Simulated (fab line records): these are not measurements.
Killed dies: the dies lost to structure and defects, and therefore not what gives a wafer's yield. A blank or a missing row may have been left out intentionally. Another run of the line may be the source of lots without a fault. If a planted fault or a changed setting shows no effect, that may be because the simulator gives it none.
Lot-split experiment | flow n5-finfet | on a route of 1938 steps: 7 lots, 39 wafers read

ON THE SPLIT
At N5_FIN_CUT_EXPOSE_05 (exposes mask FIN CUT), the setting dose-mj was moved away from the recipe's 45.75 on 9 of the 39 wafers read, by -4.8% to +7.1%. All remaining wafers had this setting at the recipe value.

FROM THE SPLIT TO THE READING: what the file shows between them, 2 steps
- N5_FIN_CUT_PEB_06: peb time 60 s
- N5_FIN_CUT_DEVELOP_07: develop time 30 s

THE READING
cd-nm (nm) at N5_FIN_CUT_CD_MEAS_08, where the cd target is 29.1 nm. On this fab line, fault-free wafers typically give 29.09 nm with a standard deviation of 0.22 nm.

wafer  | tool, chamber at the split | dose-mj as run | against the recipe | cd-nm, nm | against lot-mates on the recipe
L075.1 | euv-scanner-01, 0          | 45.75          | recipe             | 28.90     | -
L075.2 | euv-scanner-01, 0          | 45.75          | recipe             | 29.16     | -
L075.3 | euv-scanner-01, 0          | 45.75          | recipe             | 29.07     | -
L075.4 | euv-scanner-01, 0          | 45.75          | recipe             | 28.76     | -
L075.5 | euv-scanner-01, 0          | 45.75          | recipe             | 29.25     | -
L075.6 | euv-scanner-01, 0          | 45.75          | recipe             | 29.21     | -
L076.1 | euv-scanner-01, 0          | 45.75          | recipe             | 28.98     | -
L076.2 | euv-scanner-01, 0          | 45.75          | recipe             | 28.98     | -
L076.3 | euv-scanner-01, 0          | 45.75          | recipe             | 29.09     | -
L076.4 | euv-scanner-01, 0          | 45.75          | recipe             | 29.08     | -
L076.5 | euv-scanner-01, 0          | 45.75          | recipe             | 29.48     | -
L076.6 | euv-scanner-01, 0          | 45.75          | recipe             | 29.25     | -
L079.1 | euv-scanner-02, 0          | 47.12          | +3.0%              | 29.44     | +0.62
L079.2 | euv-scanner-02, 0          | 47.12          | +3.0%              | 29.45     | +0.63
L079.3 | euv-scanner-02, 0          | 45.75          | recipe             | 28.80     | -
L079.4 | euv-scanner-02, 0          | 47.12          | +3.0%              | 29.31     | +0.49
L079.5 | euv-scanner-02, 0          | 45.75          | recipe             | 28.60     | -
L079.6 | euv-scanner-02, 0          | 45.75          | recipe             | 29.07     | -
L081.1 | euv-scanner-02, 0          | 45.75          | recipe             | 29.26     | -
L081.2 | euv-scanner-02, 0          | 43.55          | -4.8%              | 28.56     | -0.70
L081.3 | euv-scanner-02, 0          | 45.75          | recipe             | 29.21     | -
L081.4 | euv-scanner-02, 0          | 43.55          | -4.8%              | 28.17     | -1.09
L081.5 | euv-scanner-02, 0          | 43.55          | -4.8%              | 28.39     | -0.87
L081.6 | euv-scanner-02, 0          | 45.75          | recipe             | 29.31     | -
L086.1 | euv-scanner-01, 0          | 45.75          | recipe             | 28.80     | -
L086.3 | euv-scanner-01, 0          | 45.75          | recipe             | 28.75     | -
L086.4 | euv-scanner-01, 0          | 45.75          | recipe             | 28.76     | -
L090.1 | euv-scanner-01, 0          | 45.75          | recipe             | 29.31     | -
L090.2 | euv-scanner-01, 0          | 45.75          | recipe             | 28.87     | -
L090.3 | euv-scanner-01, 0          | 45.75          | recipe             | 28.87     | -
L090.4 | euv-scanner-01, 0          | 45.75          | recipe             | 29.06     | -
L090.5 | euv-scanner-01, 0          | 45.75          | recipe             | 29.06     | -
L090.6 | euv-scanner-01, 0          | 45.75          | recipe             | 28.67     | -
L092.1 | euv-scanner-01, 0          | 48.99          | +7.1%              | 30.35     | +1.29
L092.2 | euv-scanner-01, 0          | 48.99          | +7.1%              | 29.80     | +0.74
L092.3 | euv-scanner-01, 0          | 45.75          | recipe             | 29.12     | -
L092.4 | euv-scanner-01, 0          | 45.75          | recipe             | 29.17     | -
L092.5 | euv-scanner-01, 0          | 48.99          | +7.1%              | 30.27     | +1.21
L092.6 | euv-scanner-01, 0          | 45.75          | recipe             | 28.88     | -

FIT RESULTS
A straight line over all 39 wafers: cd-nm changes by +0.147 nm for each +1% of dose-mj; r = +0.87; the points scatter about the line by 0.21 nm.
The same after taking each lot's own level away (the mean of its wafers on the recipe; 39 wafers): +0.167 nm for each +1%; r = +0.93; scatter 0.17 nm.
On that fit, the largest move of dose-mj shifts the reading by 1.2 nm.
Across the lots, their own levels run from 28.770 to 29.260 nm, a range of 2.2 times the standard deviation given above.
So the lot-to-lot level changes the slope: the two fits differ.
Check: for one of the wafers moved furthest among these (+7.1%), held out of the fit, the line's prediction against its lot-mates is +1.14 nm. Against them it came out at +1.29 nm.

OTHER SPLITS ON THESE WAFERS
Other splits were also applied to these wafers ahead of the reading. Each is held against what the fit with the lots' levels taken away leaves over:
other split on the same wafers               | wafers away from the commonest value | r with cd-nm (lot level and that fit taken away)
N5_PMOS_HMC_CHANNEL_EPI_FIN_RECESS_16 time-s | 15                                   | +0.02
N5_PMOS_HMC_CHANNEL_EPI_EPI_20 temp-c        | 15                                   | +0.11

THE WHOLE CHAIN: every reading that the file lists as answering this split, in the file's order
step                  | what it does                                                | reading                                                               | change (the file's fit)               | r (the file's)
N5_FIN_CUT_CD_MEAS_08 | target cd 29.1 nm                                           | cd-nm                                                                 | +0.167 nm for each +1% of the setting | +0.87
N5_FIN_CUT_ETCH_30    | etches underlayer in N2/H2, target depth 13 nm, time 10.4 s | FIN_CUT.cd-offset-nm (the simulator's own value, which no gauge read) | +0.172 nm for each +1% of the setting | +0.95
N5_FIN_CUT_ETCH_20    | etches SiARC in CF4, target depth 26 nm, time 43.3 s        | FIN_CUT.cd-offset-nm (the simulator's own value, which no gauge read) | +0.157 nm for each +1% of the setting | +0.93

FILE'S OWN FIT
cd-nm changes by +0.167 nm for each +1% of dose-mj, r = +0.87.
